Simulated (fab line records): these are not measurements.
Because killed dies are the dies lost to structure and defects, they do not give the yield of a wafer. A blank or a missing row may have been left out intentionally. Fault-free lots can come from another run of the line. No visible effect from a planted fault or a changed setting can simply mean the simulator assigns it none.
fab line records	flow n5Finfet
[record] lots = 7	wafers = 21
route steps=1938 shown SD_EPI_P@297 HKMG_FIN@392 GATE_CUT@493 MOL_CONTACT_COAG@562 BEOL_M0_CUTY@713 BEOL_M0@715
startH: start of the lot's first displayed wafer, in hours after the record's first day	waitH: how many hours have passed since the lot's step before this one	" identical to the entry in the row above	L1.1+2: a single row standing in for several wafers	- either no value or no given start	* or withheld: withheld	< > ~ a bound
route shown NAME@n: a module of which the file shows steps, and the number in the route of the first	usual: the fault-free wafers' mean and standard deviation	same: alike in all rows	chamber/n: place in a boat	sites: per-site readings	_std_site: standard deviation of those values	_edge_site: outer sites' mean less inner sites'	radiusMm: how far each site lies from the wafer's centre	mask NAME#n: copy n	behind: the most recent tool/chamber to have shaped the wafer	hold: why the lot was held/for how many hours/how that ended	device: whichever transistor did not switch (one of n, p or np)	end of line: at the end of the route, the tests of the same wafers	where a step has no rows: the recipe by itself	killed: at the first sort, the dies lost to defects and structure; wafer yield is something else	map: per-die view of a wafer (x killed, . not killed, _ where there is no die)
set.NAME: setting as actually run; set.NAME@STEP: the setting as run at that earlier step	model.NAME: the simulator's own value behind a step, which no gauge read
lots where settings were altered on purpose, with a table for each step and a row for each wafer
[[steps]]
[step N5_SD_EPI_P_COAT_03]
[recipe] resist = CAR-ArF-block	spinRpm = 1500	resistThkNm = 150
lot.wafer	tool	chamber	startH	waitH	set.spinRpm	model.CAR-ArF-block_of_SD_EPI_P_COAT_03.thkNm
L075.1	lithoTrack-04	0	-	-	1500	149.2
L075.5	"	0	"	"	1431	153.8
L075.6	"	0	"	"	1500	149.6
L077.2	lithoTrack-01	0	-	-	1366	158
L077.4	"	0	"	"	1500	150.2
L077.5	"	0	"	"	1500	150.6
L081.2+4	lithoTrack-04	0	-	-	1500	149.6
L081.6	"	0	"	"	1500	150
L090.4	lithoTrack-01	0	-	-	1592	145.6
L090.5	"	0	"	"	1500	149.8
L090.6	"	0	"	"	1500	150
L091.3	lithoTrack-01	0	-	-	1590	145.4
L091.5+6	"	0	"	"	1500	149.8
L092.1	lithoTrack-04	0	-	-	1500	149.6
L092.3	"	0	"	"	1405	155.4
L092.4	"	0	"	"	1405	155
L093.1	lithoTrack-04	0	-	-	1500	150.2
L093.3	"	0	"	"	1500	150.4
L093.6	"	0	"	"	1500	150
[step N5_SD_EPI_P_EBR_05]
[recipe] solvent = PGMEA	ebrWidthMm = 1.5
[step N5_SD_EPI_P_SOFTBAKE_04]
[recipe] tempC = 110	timeS = 60	resist = CAR-ArF-block
[step N5_SD_EPI_P_EXPOSE_06]
[recipe] maskId = SD_P_BLK	na = 1.35	sourceShape = conventional	sigmaOuter = 0.8	polarization = unpolarized	targetCdNm = 240	doseMj = 39.5
[step N5_SD_EPI_P_PEB_07]
[recipe] pebTempC = 110	pebTimeS = 60	resist = CAR-ArF-block
[step N5_SD_EPI_P_DEVELOP_08]
[recipe] developTimeS = 30	developer = TMAH	resist = CAR-ArF-block	devTempC = 23	rinseLiquid = diw	dry = airSpin
lot.wafer	tool	chamber	startH	waitH	set.spinRpm@SD_EPI_P_COAT_03	model.CAR-ArF-block_of_SD_EPI_P_COAT_03.thkNm
L075.1	lithoTrack-04	0	-	-	1500	147.4
L075.5	"	0	"	"	1431	152
L075.6	"	0	"	"	1500	147.8
L077.2	lithoTrack-02	0	-	-	1366	156.2
L077.4	"	0	"	"	1500	148.4
L077.5	"	0	"	"	1500	149
L081.2+4	lithoTrack-02	0	-	-	1500	148
L081.6	"	0	"	"	1500	148.4
L090.4	lithoTrack-04	0	-	-	1592	144
L090.5	"	0	"	"	1500	148
L090.6	"	0	"	"	1500	148.2
L091.3	lithoTrack-04	0	-	-	1590	143.8
L091.5+6	"	0	"	"	1500	148.2
L092.1	lithoTrack-04	0	-	-	1500	147.8
L092.3	"	0	"	"	1405	153.6
L092.4	"	0	"	"	1405	153.4
L093.1+3	lithoTrack-01	0	-	-	1500	148.6
L093.6	"	0	"	"	1500	148.2
[step N5_SD_EPI_P_DESCUM_14]
[recipe] chemistry = O2	timeS = 7.9	sourcePowerW = 50	biasPowerW = 20	pressureMtorr = 20	rfFrequencyHz = 2.712e+07	tempC = 40	resist = CAR-ArF-block	o2FlowSccm = 225
lot.wafer	tool	chamber	startH	waitH	set.timeS	set.spinRpm@SD_EPI_P_COAT_03	model.CAR-ArF-block_of_SD_EPI_P_COAT_03.thkNm
L075.1	rieDiel-03	1	65.12	0.0	9.328	1500	141.8
L075.5	"	1	"	"	9.328	1431	146.4
L075.6	"	2	"	"	9.328	1500	142
L077.2	rieDiel-01	1	72.58	0.0	7.9	1366	151.4
L077.4	"	3	"	"	7.9	1500	143.6
L077.5	"	1	"	"	6.713	1500	144.8
L081.2+4	rieDiel-01	3,1	99.88	0.1	7.9	1500	143
L081.6	"	1	"	"	7.9	1500	143.4
L090.4	rieDiel-03	3	148.25	0.0	6.546	1592	140
L090.5	"	1	"	"	7.9	1500	143.2
L090.6	"	2	"	"	6.546	1500	144.2
L091.3	rieDiel-03	1	156.03	0.2	7.178	1590	139.4
L091.5	"	2	"	"	7.178	1500	143.8
L091.6	"	1	"	"	7.9	1500	143.4
L092.1	rieDiel-06	3	160.09	0.1	7.9	1500	143
L092.3	"	2	"	"	7.9	1405	148.6
L092.4	"	0	"	"	8.869	1405	147.8
L093.1	rieDiel-03	1	167.73	0.3	8.615	1500	143.2
L093.3	"	0	"	"	7.9	1500	143.8
L093.6	"	0	"	"	8.615	1500	143
[step N5_SD_EPI_P_ETCH_36]
[recipe] chemistry = CF4	target = SiARC	targetDepthA = 455	maskMaterial = CAR-ArF-block	timeS = 75.8	ionEnergyEv = 80	pressureMtorr = 40	sourceW = 545	biasW = 36	Ar_flow_sccm = 100	cf4FlowSccm = 100	ends = cleared
lot.wafer	tool	chamber	startH	waitH	set.spinRpm@SD_EPI_P_COAT_03	model.CAR-ArF-block_of_SD_EPI_P_COAT_03.thkNm
L075.1	rieDiel-03	1	65.16	0.0	1500	109
L075.5	"	1	"	"	1431	113.6
L075.6	"	2	"	"	1500	109.4
L077.2	rieDiel-01	1	72.61	0.0	1366	119
L077.4	"	3	"	"	1500	111
L077.5	"	1	"	"	1500	112.4
L081.2+4	rieDiel-01	3,1	99.91	0.0	1500	110.6
L081.6	"	1	"	"	1500	111
L090.4	rieDiel-03	3	148.28	0.0	1592	107.4
L090.5	"	1	"	"	1500	110.4
L090.6	"	2	"	"	1500	111.6
L091.3	rieDiel-03	1	156.06	0.0	1590	106.8
L091.5	"	2	"	"	1500	111.2
L091.6	"	1	"	"	1500	110.8
L092.1	rieDiel-06	3	160.13	0.0	1500	110.4
L092.3	"	2	"	"	1405	116.2
L092.4	"	0	"	"	1405	115.2
L093.1	rieDiel-03	1	167.77	0.0	1500	110.6
L093.3	"	0	"	"	1500	111.2
L093.6	"	0	"	"	1500	110.4
[step N5_HKMG_FIN_COAT_43]
[recipe] resist = CAR-ArF	spinRpm = 1500	resistThkNm = 90
lot.wafer	tool	chamber	startH	waitH	set.spinRpm	model.CAR-ArF_of_HKMG_FIN_COAT_43.thkNm
L075.1	lithoTrack-03	0	-	-	1500	89.8
L075.5	"	0	"	"	1500	90
L075.6	"	0	"	"	1423	92.4
L077.2	lithoTrack-01	0	-	-	1500	90
L077.4	"	0	"	"	1500	89.8
L077.5	"	0	"	"	1500	90.2
L081.2	lithoTrack-02	0	-	-	1500	89.4
L081.4+6	"	0	"	"	1500	90
L090.4+6	lithoTrack-01	0	-	-	1500	90
L090.5	"	0	"	"	1500	89.8
L091.3+6	lithoTrack-03	0	-	-	1500	90.2
L091.5	"	0	"	"	1500	90.4
L092.1	lithoTrack-01	0	-	-	1500	90.2
L092.3+4	"	0	"	"	1665	85.6
L093.1	lithoTrack-03	0	-	-	1375	94.4
L093.3	"	0	"	"	1375	94.6
L093.6	"	0	"	"	1500	90.4
[step N5_HKMG_FIN_EBR_45]
[recipe] solvent = PGMEA	ebrWidthMm = 1.5
[step N5_HKMG_FIN_SOFTBAKE_44]
[recipe] tempC = 110	timeS = 60	resist = CAR-ArF
[step N5_HKMG_FIN_EXPOSE_46]
[recipe] maskId = NDIPOLE	na = 1.35	sourceShape = conventional	sigmaOuter = 0.8	polarization = unpolarized	doseMj = 40
[step N5_HKMG_FIN_PEB_47]
[recipe] pebTempC = withheld	pebTimeS = 60	resist = CAR-ArF
[step N5_HKMG_FIN_DEVELOP_48]
[recipe] developTimeS = 30	developer = TMAH	resist = CAR-ArF	rinseLiquid = diw	dry = airSpin	devTempC = 23
lot.wafer	tool	chamber	startH	waitH	set.spinRpm@HKMG_FIN_COAT_43	model.CAR-ArF_of_HKMG_FIN_COAT_43.thkNm
L075.1+5	lithoTrack-01	0	-	-	1500	88.2
L075.6	"	0	"	"	1423	90.6
L077.2+5	lithoTrack-01	0	-	-	1500	88.4
L077.4	"	0	"	"	1500	88.2
L081.2	lithoTrack-02	0	-	-	1500	87.8
L081.4+6	"	0	"	"	1500	88.2
L090.4+6	lithoTrack-02	0	-	-	1500	88.2
L090.5	"	0	"	"	1500	88
L091.3	lithoTrack-02	0	-	-	1500	88.6
L091.5	"	0	"	"	1500	88.8
L091.6	"	0	"	"	1500	88.4
L092.1	lithoTrack-02	0	-	-	1500	88.4
L092.3	"	0	"	"	1665	83.8
L092.4	"	0	"	"	1665	84
L093.1+3	lithoTrack-02	0	-	-	1375	92.8
L093.6	"	0	"	"	1500	88.8
[step N5_GATE_CUT_ETCH_37]
[recipe] chemistry = N2/H2	target = SOC	targetDepthA = 600	overetchA = 120	maskMaterial = SiARC	tempC = 40	timeS = 90	ionEnergyEv = 200	pressureMtorr = 30	sourceW = 840	biasW = 150	n2FlowSccm = 200	h2FlowSccm = 200
[usual] rfVppV = 522.7/1.6
lot.wafer	tool	chamber	startH	waitH	set.biasW	rfVppV	model.SiARC_of_GATE_CUT_COAT_35.thkNm
L075.1	rieDiel-03	0	96.47	0.0	150	525.6	6
L075.5	"	2	"	"	163.3	552.0	5.8
L075.6	"	1	"	"	150	523.4	6
L077.2	rieDiel-06	3	103.40	0.0	123.4	460.8	6.8
L077.4	"	2	"	"	150	524.3	5.8
L077.5	"	2	"	"	123.4	464.0	6.8
L081.2	rieDiel-01	3	128.83	0.0	150	523.1	5.8
L081.4	"	2	"	"	150	522.5	6
L081.6	"	1	"	"	150	521.8	6
L090.4	rieDiel-06	3	179.60	0.0	161.2	545.4	5.6
L090.5	"	3	"	"	161.2	545.4	5.6
L090.6	"	0	"	"	150	523.2	6.2
L091.3	rieDiel-01	0	189.77	0.0	150	522.9	6
L091.5	"	3	"	"	126	471.0	6.8
L091.6	"	0	"	"	150	522.4	6
L092.1	rieDiel-03	3	191.46	0.0	164.6	550.8	5.4
L092.3	"	2	"	"	164.6	554.0	5.8
L092.4	"	1	"	"	150	522.4	6
L093.1	rieDiel-03	0	198.03	0.0	150	524.5	6
L093.3	"	3	"	"	173	568.4	5.2
L093.6	"	1	"	"	150	522.4	6
[step N5_GATE_CUT_CUT_ETCH_54]
[recipe] chemistry = Cl2/BCl3	target = TiN	maskMaterial = SiO2	targetDepthA = 967	pressureMtorr = 10	icpW = 1000	biasW = 126	Cl2_flow_sccm = 53.25	bcl3FlowSccm = 21.75	Ar_flow_sccm = 25	ends = cleared
[usual] etchRfOnTimeS = 36.5/0.67
lot.wafer	tool	chamber	startH	waitH	set.icpW	etchRfOnTimeS
L075.1	rieMetal-02	0	96.85	0.0	1000	36.0
L075.5	"	1	"	"	871.7	40.2
L075.6	"	0	"	"	871.7	40.7
L077.2	rieMetal-02	0	103.79	0.0	877.8	40.7
L077.4	"	0	"	"	1000	36.2
L077.5	"	1	"	"	1000	35.7
L081.2	rieMetal-01	1	129.20	0.0	1000	37.3
L081.4	"	0	"	"	1000	36.7
L081.6	"	0	"	"	1000	36.8
L090.4	rieMetal-02	0	179.99	0.0	1000	36.6
L090.5	"	0	"	"	1000	36.8
L090.6	"	1	"	"	1000	36.2
L091.3	rieMetal-02	0	190.16	0.0	821.9	43.4
L091.5	"	0	"	"	821.9	43.5
L091.6	"	1	"	"	1000	36.4
L092.1	rieMetal-03	1	191.83	0.0	1000	37.3
L092.3	"	1	"	"	1000	37.2
L092.4	"	0	"	"	1000	35.9
L093.1	rieMetal-01	1	198.41	0.0	1000	37.6
L093.3	"	1	"	"	1000	37.6
L093.6	"	0	"	"	1000	36.7
[step N5_MOL_CONTACT_COAG_ALD_123]
[recipe] material = SiNx	targetThkA = 50	tempC = 400	aldPrecursorFamily = SiH2I2	aldCoReactant = N2/H2-plasma	pulseTimeS = 1	purgeTimeS = 2	coReactantPurgeTimeS = 2	aldCycles = 100	pressureTorr = 2
lot.wafer	tool	chamber	startH	waitH	set.aldCycles	model.SiNx_of_MOL_CONTACT_COAG_ALD_123.thkNm
L075.1	aldSin-04	2	108.25	0.0	100	5
L075.5+6	"	3,2	"	"	112	5.6
L077.2+5	aldSin-03	3,1	116.70	0.0	116	5.8
L077.4	"	1	"	"	100	5
L081.2+4+6	aldSin-04	1,3,2	140.57	0.0	100	5
L090.4+6	aldSin-04	1,0	199.50	0.0	107	5.4
L090.5	"	3	"	"	100	5
L091.3+5+6	aldSin-04	1,3,2	202.88	0.0	89	4.4
L092.1+4	aldSin-03	2,1	205.26	0.0	100	5
L092.3	"	0	"	"	108	5.4
L093.1+3	aldSin-03	3,0	212.93	0.0	90	4.4
L093.6	"	3	"	"	100	5
[step N5_MOL_CONTACT_COAG_ETCH_67]
[recipe] chemistry = N2/H2	target = SOC	targetDepthA = 600	overetchA = 210	maskMaterial = SiARC	tempC = 40	timeS = 101.2	ionEnergyEv = 200	pressureMtorr = 30	sourceW = 840	biasW = 150	n2FlowSccm = 200	h2FlowSccm = 200
[usual] rfVppV = 524.9/2.2
lot.wafer	tool	chamber	startH	waitH	set.sourceW	rfVppV	model.SiARC_of_MOL_CONTACT_COAG_COAT_63.thkNm
L075.1	rieDiel-05	2	111.39	0.0	716.1	555.6	6.2
L075.5	"	1	"	"	840	524.1	5.8
L075.6	"	2	"	"	840	526.0	5.8
L077.2	rieDiel-04	0	119.39	0.0	840	525.1	5.8
L077.4	"	2	"	"	699.8	560.2	6.2
L077.5	"	0	"	"	699.8	557.3	6.2
L081.2	rieDiel-04	3	143.47	0.0	840	528.5	5.8
L081.4	"	1	"	"	840	521.5	6
L081.6	"	2	"	"	840	527.1	5.8
L090.4	rieDiel-05	1	202.12	0.0	840	523.4	5.6
L090.5	"	1	"	"	840	523.0	5.6
L090.6	"	2	"	"	840	526.6	5.8
L091.3	rieDiel-04	3	205.94	0.0	840	527.3	5.8
L091.5	"	0	"	"	840	523.0	5.8
L091.6	"	3	"	"	840	527.1	5.8
L092.1	rieDiel-02	2	208.86	0.0	840	522.6	5.8
L092.3	"	0	"	"	699.8	555.0	6.2
L092.4	"	3	"	"	699.8	555.2	6.4
L093.1	rieDiel-04	0	215.74	0.0	840	523.5	5.8
L093.3	"	3	"	"	840	529.1	5.8
L093.6	"	1	"	"	840	522.9	6
[step N5_MOL_CONTACT_COAG_STRIP_68]
[recipe] chemistry = N2/H2	tempC = 40	n2FlowSccm = 200	h2FlowSccm = 200	rfFrequencyHz = 6e+07
[step N5_MOL_CONTACT_COAG_STRIP_69]
[recipe] chemistry = N2/H2	tempC = 40	n2FlowSccm = 200	h2FlowSccm = 200	rfFrequencyHz = 6e+07
[step N5_MOL_CONTACT_COAG_STRIP_120]
[recipe] chemistry = CHF3	resist = SiARC	rfFrequencyHz = 6e+07
[step N5_MOL_CONTACT_COAG_VIA_ETCH_117]
[recipe] chemistry = C4F6/O2	targetDepthA = 400	overetchA = 80	maskMaterial = SOC	target = SiO2	biasW = 455	pressureMtorr = 10	timeS = 26	sourceW = 325	Ar_flow_sccm = 300	C4F6_flow_sccm = 10	O2_flow_sccm = 10	ionEnergyEv = 575.3	ends = endPoint
[step N5_MOL_CONTACT_COAG_ETCH_124]
[recipe] chemistry = CH3F/O2	target = SiNx	targetDepthA = 65	maskMaterial = SOC	stopOn = SiOC	overEtchFrac = 0.3	ionEnergyEv = 120	pressureMtorr = 30	sourceW = 395	biasW = 73	Ar_flow_sccm = 150	CH3F_flow_sccm = 30	O2_flow_sccm = 20	ends = endPoint
lot.wafer	tool	chamber	startH	waitH	set.aldCycles@MOL_CONTACT_COAG_ALD_123	model.etch.depthNm
L075.1	rieDiel-05	2	111.54	0.0	100	4.939
L075.5	"	1	"	"	112	5.604
L075.6	"	2	"	"	112	5.543
L077.2	rieDiel-04	0	119.54	0.0	116	5.743
L077.4	"	2	"	"	100	4.975
L077.5	"	0	"	"	116	5.772
L081.2	rieDiel-04	3	143.62	0.0	100	4.985
L081.4	"	1	"	"	100	4.994
L081.6	"	2	"	"	100	4.946
L090.4	rieDiel-05	1	202.27	0.0	107	5.349
L090.5	"	1	"	"	100	5.028
L090.6	"	2	"	"	107	5.316
L091.3	rieDiel-04	3	206.09	0.0	89	4.436
L091.5	"	0	"	"	89	4.453
L091.6	"	3	"	"	89	4.408
L092.1	rieDiel-02	2	209.02	0.0	100	4.955
L092.3	"	0	"	"	108	5.342
L092.4	"	3	"	"	100	4.945
L093.1	rieDiel-04	0	215.89	0.0	90	4.485
L093.3	"	3	"	"	90	4.496
L093.6	"	1	"	"	100	4.989
[step N5_BEOL_M0_CUTY_ETCH_63]
[recipe] chemistry = N2/H2	target = SOC	targetDepthA = 827	overetchA = 165	maskMaterial = SiARC	tempC = 40	ionEnergyEv = 200	timeS = 124	pressureMtorr = 30	sourceW = 840	biasW = 150	n2FlowSccm = 200	h2FlowSccm = 200
[usual] rfVppV = 524.6/2.4
lot.wafer	tool	chamber	startH	waitH	set.sourceW	rfVppV
L075.1	rieDiel-05	0	126.35	0.0	692.4	564.2
L075.5	"	2	"	"	692.4	561.4
L075.6	"	1	"	"	840	523.5
L077.2	rieDiel-04	2	131.99	0.0	840	528.3
L077.4	"	1	"	"	840	523.3
L077.5	"	2	"	"	840	525.4
L081.2	rieDiel-05	3	156.07	0.0	840	523.4
L081.4	"	0	"	"	840	528.0
L081.6	"	3	"	"	840	524.3
L090.4	rieDiel-04	1	213.64	0.0	840	522.3
L090.5	"	3	"	"	840	528.2
L090.6	"	2	"	"	840	527.6
L091.3	rieDiel-04	0	217.27	0.0	840	522.9
L091.5	"	2	"	"	840	527.3
L091.6	"	1	"	"	840	522.2
L092.1	rieDiel-02	1	220.00	0.0	922.4	510.2
L092.3	"	0	"	"	922.4	507.9
L092.4	"	3	"	"	840	521.9
L093.1	rieDiel-04	3	227.51	0.0	840	528.3
L093.3	"	1	"	"	840	522.0
L093.6	"	2	"	"	840	527.0
[step N5_BEOL_M0_CUTY_STRIP_64]
[recipe] chemistry = N2/H2	tempC = 40	n2FlowSccm = 200	h2FlowSccm = 200	rfFrequencyHz = 6e+07
lot.wafer	tool	chamber	startH	waitH	set.tempC
L075.1+5	rieDiel-05	0,2	126.46	0.1	40
L075.6	"	1	"	"	38.63
L077.2	rieDiel-04	2	132.11	0.1	36.35
L077.4+5	"	1,2	"	"	40
L081.2+4+6	rieDiel-05	3,0,3	156.19	0.1	40
L090.4+5+6	rieDiel-04	1,3,2	213.75	0.1	42.67
L091.3+6	rieDiel-04	0,1	217.38	0.1	40
L091.5	"	2	"	"	37.49
L092.1+4	rieDiel-02	1,3	220.11	0.1	42.15
L092.3	"	0	"	"	40
L093.1	rieDiel-04	3	227.62	0.1	41.44
L093.3+6	"	1,2	"	"	40
[step N5_BEOL_M0_ETCH_138]
[recipe] chemistry = CH3F/O2	targetDepthA = 120	target = SiCN	timeS = 31.6	ionEnergyEv = 120	pressureMtorr = 30	sourceW = 395	biasW = 75	Ar_flow_sccm = 150	CH3F_flow_sccm = 30	O2_flow_sccm = 20	ends = cleared
[step N5_BEOL_M0_HM_OPEN_105]
[recipe] chemistry = Cl2/BCl3	targetDepthA = 120	target = TiN	ionEnergyEv = 150	pressureMtorr = 10	icpW = 1000	biasW = 126	Cl2_flow_sccm = 53.25	bcl3FlowSccm = 21.75	Ar_flow_sccm = 25
lot.wafer	tool	chamber	startH	waitH	set.sourceW@BEOL_M0_CUTY_ETCH_63	model.SiO2_of_BEOL_M0_SAQP_SPACER2_ALD_26.thkNm
L075.1+5	rieMetal-02	0	128.95	2.4	692.4	3.2
L075.6	"	1	"	"	840	2.6
L077.2+5	rieMetal-01	0,1	133.18	1.0	840	2.6
L077.4	"	1	"	"	840	2.8
L081.2+6	rieMetal-03	1	157.98	1.7	840	2.6
L081.4	"	0	"	"	840	2.4
L090.4+5+6	rieMetal-02	0	214.01	0.2	840	2.6
L091.3+6	rieMetal-02	0,1	219.56	2.1	840	2.6
L091.5	"	0	"	"	840	2.8
L092.1	rieMetal-02	0	220.31	0.1	922.4	2.2
L092.3	"	0	"	"	922.4	2.4
L092.4	"	1	"	"	840	2.8
L093.1+6	rieMetal-03	1	230.95	3.3	840	2.6
L093.3	"	0	"	"	840	2.8
[[key]]
[split] step = N5_SD_EPI_P_COAT_03	setting = spinRpm	stated = 1500	by = wafer
[response] step = N5_SD_EPI_P_COAT_03	reading = model.CAR-ArF-block_of_SD_EPI_P_COAT_03.thkNm	change = -0.822	per = 1%	r = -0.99
[response] step = N5_SD_EPI_P_DEVELOP_08	reading = model.CAR-ArF-block_of_SD_EPI_P_COAT_03.thkNm	change = -0.815	per = 1%	r = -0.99
[response] step = N5_SD_EPI_P_DESCUM_14	reading = model.CAR-ArF-block_of_SD_EPI_P_COAT_03.thkNm	change = -0.772	per = 1%	r = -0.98
[response] step = N5_SD_EPI_P_ETCH_36	reading = model.CAR-ArF-block_of_SD_EPI_P_COAT_03.thkNm	change = -0.775	per = 1%	r = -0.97
[split] step = N5_SD_EPI_P_DESCUM_14	setting = timeS	stated = 7.9	by = wafer
response none clear
[split] step = N5_HKMG_FIN_COAT_43	setting = spinRpm	stated = 1500	by = wafer
[response] step = N5_HKMG_FIN_COAT_43	reading = model.CAR-ArF_of_HKMG_FIN_COAT_43.thkNm	change = -0.45	per = 1%	r = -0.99
[response] step = N5_HKMG_FIN_DEVELOP_48	reading = model.CAR-ArF_of_HKMG_FIN_COAT_43.thkNm	change = -0.439	per = 1%	r = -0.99
[split] step = N5_GATE_CUT_ETCH_37	setting = biasW	stated = 150	by = wafer
[response] step = N5_GATE_CUT_ETCH_37	reading = rfVppV	change = +3.21	per = 1%	r = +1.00
[response] step = N5_GATE_CUT_ETCH_37	reading = model.SiARC_of_GATE_CUT_COAT_35.thkNm	change = -0.0512	per = 1%	r = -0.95
[split] step = N5_GATE_CUT_CUT_ETCH_54	setting = icpW	stated = 1000	by = wafer
[response] step = N5_GATE_CUT_CUT_ETCH_54	reading = etchRfOnTimeS	change = *	per = 1%	r = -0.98
[split] step = N5_MOL_CONTACT_COAG_ALD_123	setting = aldCycles	stated = 100	by = wafer
[response] step = N5_MOL_CONTACT_COAG_ALD_123	reading = model.SiNx_of_MOL_CONTACT_COAG_ALD_123.thkNm	change = +0.0522	per = 1%	r = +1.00
[response] step = N5_MOL_CONTACT_COAG_ETCH_124	reading = model.etch.depthNm	change = +0.0496	per = 1%	r = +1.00
[split] step = N5_MOL_CONTACT_COAG_ETCH_67	setting = sourceW	stated = 840	by = wafer
[response] step = N5_MOL_CONTACT_COAG_ETCH_67	reading = rfVppV	change = -2.01	per = 1%	r = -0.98
[response] step = N5_MOL_CONTACT_COAG_ETCH_67	reading = model.SiARC_of_MOL_CONTACT_COAG_COAT_63.thkNm	change = -0.027	per = 1%	r = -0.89
[split] step = N5_BEOL_M0_CUTY_ETCH_63	setting = sourceW	stated = 840	by = wafer
[response] step = N5_BEOL_M0_CUTY_ETCH_63	reading = rfVppV	change = -2.02	per = 1%	r = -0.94
[response] step = N5_BEOL_M0_HM_OPEN_105	reading = model.SiO2_of_BEOL_M0_SAQP_SPACER2_ALD_26.thkNm	change = -0.0381	per = 1%	r = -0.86
[split] step = N5_BEOL_M0_CUTY_STRIP_64	setting = tempC	stated = 40	by = wafer
response none clear
